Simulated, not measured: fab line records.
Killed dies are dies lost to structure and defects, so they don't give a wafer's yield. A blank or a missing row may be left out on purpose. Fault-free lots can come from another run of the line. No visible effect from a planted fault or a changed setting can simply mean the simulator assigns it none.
What tool caused it? | flow nandHarc | 39 wafers from 13 lots sampled at 4 of the route's 1302 steps

== WHAT EACH GAUGE READ, for each wafer ==
NHARC_END_SORT_01. Usual: killedAtArray 52, standard deviation 18; killedAtOther 1.2, standard deviation 1.5; killedAtPeriphery 4, standard deviation 3.2; killedDies 57, standard deviation 17; killedOpen 3.1, standard deviation 1.9; killedShort 2.5, standard deviation 1.7.
lot  | measured     | on        | killedAtArray | killedAtOther | killedAtPeriphery | killedDies | killedOpen | killedShort | flag
L636 | day 29 15:56 | prober-02 | 65 130 68     | 0 0 0         | 3 5 2             | 68 135 70  | 2 0 7      | 1 1 3       | 

== WHICH TOOL RAN EACH LOT (tool, then ch and the chambers of the sampled wafers, then the start) ==
lot  | NHARC_A_CONTACT_STRIP_82          | NHARC_THIN_TSV_STRIP_45             | NHARC_THIN_TSV_DEGAS_49
L624 | rieDiel-10 ch 0,3, day 21 23:01   | plasmaAsher-01 ch 0,1, day 23 14:11 | pvdSputter-02, day 23 15:55
L626 | rieDiel-10 ch 1,2, day 22 06:34   | plasmaAsher-01 ch 1, day 23 21:18   | pvdSputter-01, day 23 22:59
L625 | rieDiel-03 ch 0,2, day 22 12:47   | plasmaAsher-01 ch 0,1, day 24 12:52 | pvdSputter-02, day 24 14:32
L627 | rieDiel-10 ch 0,1,2, day 23 05:23 | plasmaAsher-02 ch 0,1, day 24 20:07 | pvdSputter-02, day 24 21:51
L633 | rieDiel-13 ch 0,2,3, day 25 21:25 | plasmaAsher-01 ch 0,1, day 27 14:47 | pvdSputter-03, day 27 16:30
L636 | rieDiel-13 ch 2,3, day 27 08:23   | plasmaAsher-01 ch 0,1, day 28 23:35 | pvdSputter-01, day 29 01:11
L640 | rieDiel-10 ch 0,2,3, day 28 21:43 | plasmaAsher-02 ch 0,1, day 30 17:16 | pvdSputter-02, day 30 18:53
L642 | rieDiel-10 ch 1,3, day 29 14:29   | plasmaAsher-01 ch 0,1, day 31 05:05 | pvdSputter-03, day 31 06:48
L643 | rieDiel-10 ch 2,3, day 30 03:11   | plasmaAsher-01 ch 0,1, day 31 20:07 | pvdSputter-01, day 31 21:49
L644 | rieDiel-10 ch 0,1, day 31 06:22   | plasmaAsher-02 ch 0,1, day 32 22:59 | pvdSputter-03, day 33 00:47
L646 | rieDiel-10 ch 0,2, day 31 09:43   | plasmaAsher-02 ch 0,1, day 33 03:10 | pvdSputter-03, day 33 05:02
L647 | rieDiel-10 ch 2,3, day 31 11:56   | plasmaAsher-01 ch 0,1, day 33 04:41 | pvdSputter-01, day 33 06:19
L645 | rieDiel-10 ch 2,3, day 31 14:53   | plasmaAsher-02 ch 0,1, day 33 05:41 | pvdSputter-03, day 33 07:17
- NHARC_A_CONTACT_STRIP_82: strips in O2.
- NHARC_THIN_TSV_STRIP_45: strips in O2.
- NHARC_THIN_TSV_DEGAS_49: time 120 s.

== WHAT THE TOOLS THEMSELVES READ (means of the sampled wafers that have a number; where no wafer has one, the mark that the record gives instead) ==
NHARC_A_CONTACT_STRIP_82. Usual: drypumpMotorCurrentA 5.9 A, standard deviation 0.52; oesProductAu 0.996 a.u., standard deviation 0.011; rfVppV 57.9 V, standard deviation 0.92; showerheadPlenumPTorr 3.55 Torr, standard deviation 0.14; throttleValvePct 17.036 %, standard deviation 0.0098.
lot  | tool       | drypumpMotorCurrentA (A) | oesProductAu (a.u.) | rfVppV (V) | showerheadPlenumPTorr (Torr) | throttleValvePct (%) | flag
L624 | rieDiel-10 | 5.7                      | 0.999               | 58.4       | 3.53                         | 17.032               | 
L626 | rieDiel-10 | 6.0                      | 1.007               | 58.2       | 3.69                         | 17.038               | 
L625 | rieDiel-03 | 5.9                      | 0.991               | 57.6       | 3.34                         | 17.038               | 
L627 | rieDiel-10 | 5.9                      | 0.990               | 57.9       | 3.62                         | 17.035               | 
L633 | rieDiel-13 | 5.9                      | 1.002               | 57.6       | 3.50                         | 17.037               | 
L636 | rieDiel-13 | 6.3                      | 0.993               | 56.9       | 3.37                         | 17.034               | 
L640 | rieDiel-10 | 5.9                      | 1.004               | 57.2       | 3.58                         | 17.046               | 
L642 | rieDiel-10 | 6.6                      | 0.998               | 58.5       | 3.51                         | 17.031               | 
L643 | rieDiel-10 | 6.3                      | 1.001               | 58.0       | 3.55                         | 17.034               | 
L644 | rieDiel-10 | 6.1                      | 0.985               | 58.2       | 3.57                         | 17.044               | 
L646 | rieDiel-10 | 5.5                      | 1.001               | 58.0       | 3.60                         | 17.032               | 
L647 | rieDiel-10 | 6.0                      | 1.003               | 58.0       | 3.63                         | 17.034               | 
L645 | rieDiel-10 | 6.3                      | 0.998               | 57.8       | 3.55                         | 17.040               | 

NHARC_THIN_TSV_STRIP_45. Usual: drypumpMotorCurrentA 5.8 A, standard deviation 0.43; heaterPowerW 346 W, standard deviation 55.
lot  | tool           | drypumpMotorCurrentA (A) | heaterPowerW (W) | flag
L624 | plasmaAsher-01 | 6.2                      | 372              | 
L626 | plasmaAsher-01 | 5.9                      | 421              | 
L625 | plasmaAsher-01 | 6.2                      | 368              | 
L627 | plasmaAsher-02 | 5.4                      | 283              | 
L633 | plasmaAsher-01 | 6.2                      | 373              | 
L636 | plasmaAsher-01 | 6.1                      | 393              | 
L640 | plasmaAsher-02 | 5.5                      | 281              | 
L642 | plasmaAsher-01 | 6.1                      | 400              | 
L643 | plasmaAsher-01 | 6.2                      | 369              | 
L644 | plasmaAsher-02 | 5.4                      | 302              | 
L646 | plasmaAsher-02 | 5.4                      | 287              | 
L647 | plasmaAsher-01 | 6.2                      | 375              | 
L645 | plasmaAsher-02 | 5.4                      | 302              | 

NHARC_THIN_TSV_DEGAS_49. Usual: 463 W for heaterPowerW, sd 52.
lot  | tool          | heaterPowerW (W) | flag
L624 | pvdSputter-02 | 454              | 
L626 | pvdSputter-01 | 459              | 
L625 | pvdSputter-02 | 461              | 
L627 | pvdSputter-02 | 422              | 
L633 | pvdSputter-03 | 454              | 
L636 | pvdSputter-01 | 500              | 
L640 | pvdSputter-02 | 487              | 
L642 | pvdSputter-03 | 442              | 
L643 | pvdSputter-01 | 474              | 
L644 | pvdSputter-03 | 430              | 
L646 | pvdSputter-03 | 452              | 
L647 | pvdSputter-01 | 508              | 
L645 | pvdSputter-03 | 433              | 

== THE ANSWER, worked out from the rows above alone ==
Rule: lot off if the mean of its wafers having a number is beyond 3 standard deviations from the usual mean. Also off: a lot with no number at a reading for which 4 or more lots have one. The other lots that the step has rows for count as sound. First the gauges in route order, then the tools' own readings, where a lot's mean is used as printed above. At the first step where some lot is off, the reading lying furthest off is the one used; lots without a number count as furthest.
Nothing can be told from this: no lot is off at any reading shown.

== WHAT WAS PUT IN BY THE SIMULATOR ==
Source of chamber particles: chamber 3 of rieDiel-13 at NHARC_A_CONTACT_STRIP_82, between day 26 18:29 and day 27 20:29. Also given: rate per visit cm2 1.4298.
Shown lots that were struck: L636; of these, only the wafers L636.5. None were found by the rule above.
